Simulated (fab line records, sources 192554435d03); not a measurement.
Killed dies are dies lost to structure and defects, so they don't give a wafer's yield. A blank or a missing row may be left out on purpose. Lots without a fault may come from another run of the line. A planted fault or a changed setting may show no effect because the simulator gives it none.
Chamber matching | flow n5_finfet | N5_HKMG_FIN_ETCH_55 on rie_diel-03: 4 sister chambers
The step etches SOC in N2/H2, target depth 240 nm, time 300 s. 24 wafers are shown with their chamber, then 12 later ones without.

WAFERS WITH THEIR CHAMBER
wafer  | chamber | drypump_motor_current_A (A) | showerhead_plenum_p_Torr (Torr) | rf_vpp_V (V)
L075.1 | 0       | 5.1                         | 2.52                            | 522.1
L075.5 | 2       | 5.5                         | 2.67                            | 526.6
L075.6 | 1       | 6.3                         | 2.51                            | 523.3
L080.1 | 2       | 5.5                         | 2.67                            | 525.7
L080.3 | 0       | 5.1                         | 2.51                            | 523.2
L080.5 | 3       | 5.9                         | 2.45                            | 520.0
L083.2 | 2       | 5.5                         | 2.66                            | 526.6
L083.5 | 2       | 5.5                         | 2.66                            | 527.5
L083.6 | 1       | 6.4                         | 2.51                            | 523.2
L084.1 | 2       | 5.5                         | 2.66                            | 528.5
L084.4 | 3       | 5.9                         | 2.45                            | 521.0
L084.5 | 3       | 6.0                         | 2.44                            | 520.9
L085.1 | 3       | 5.9                         | 2.44                            | 521.6
L085.4 | 2       | 5.5                         | 2.66                            | 525.4
L085.6 | 3       | 5.9                         | 2.44                            | 521.1
L088.1 | 0       | 5.1                         | 2.50                            | 523.3
L088.2 | 2       | 5.5                         | 2.66                            | 526.5
L088.6 | 2       | 5.5                         | 2.66                            | 526.8
L091.1 | 2       | 5.5                         | 2.65                            | 527.7
L091.4 | 1       | 6.4                         | 2.50                            | 523.7
L091.6 | 2       | 5.5                         | 2.65                            | 526.7
L093.1 | 1       | 6.4                         | 2.50                            | 524.0
L093.2 | 0       | 5.1                         | 2.50                            | 522.5
L093.3 | 3       | 6.0                         | 2.44                            | 521.1

SIGNATURES (means of the wafers above)
reading                  | chamber 0 | chamber 1 | chamber 2 | chamber 3 | scatter within a chamber
drypump_motor_current_A  | 5.100     | 6.375     | 5.500     | 5.933     | 0.0323
showerhead_plenum_p_Torr | 2.5075    | 2.5050    | 2.6600    | 2.4433    | 0.00674
rf_vpp_V                 | 522.775   | 523.550   | 526.800   | 520.950   | 0.718
Rule: a wafer's distance from a chamber is the root of the sum, over the readings, of the square of ((its reading less the chamber's mean) divided by the reading's scatter). The wafer belongs to the nearest chamber; if the next one is less than 2 further off, it can't be placed. The scatter: the root of (the sum of the squares of (reading less its chamber's mean) over the shown wafers, divided by (wafers less chambers)).

WAFERS WITHOUT THEIR CHAMBER
wafer  | drypump_motor_current_A (A) | showerhead_plenum_p_Torr (Torr) | rf_vpp_V (V)
L093.4 | 5.5                         | 2.65                            | 526.3
L093.5 | 5.9                         | 2.44                            | 521.4
L093.6 | 5.5                         | 2.65                            | 526.2
L095.2 | 5.9                         | 2.43                            | 520.7
L095.3 | 6.3                         | 2.50                            | 523.8
L095.6 | 5.0                         | 2.50                            | 522.3
L097.1 | 6.3                         | 2.50                            | 523.6
L097.2 | 5.5                         | 2.65                            | 526.9
L097.3 | 5.9                         | 2.43                            | 520.8
L097.4 | 5.1                         | 2.50                            | 522.9
L097.5 | 5.1                         | 2.50                            | 520.3
L097.6 | 6.3                         | 2.50                            | 522.9

WHICH CHAMBER EACH WENT THROUGH
wafer  | from the rows above | in truth
L093.4 | 2                   | 2
L093.5 | 3                   | 3
L093.6 | 2                   | 2
L095.2 | 3                   | 3
L095.3 | 1                   | 1
L095.6 | 0                   | 0
L097.1 | 1                   | 1
L097.2 | 2                   | 2
L097.3 | 3                   | 3
L097.4 | 0                   | 0
L097.5 | 0                   | 0
L097.6 | 1                   | 1
Placed correctly: 12 of 12. Can't be placed from these rows: 0. Placed wrongly: 0.
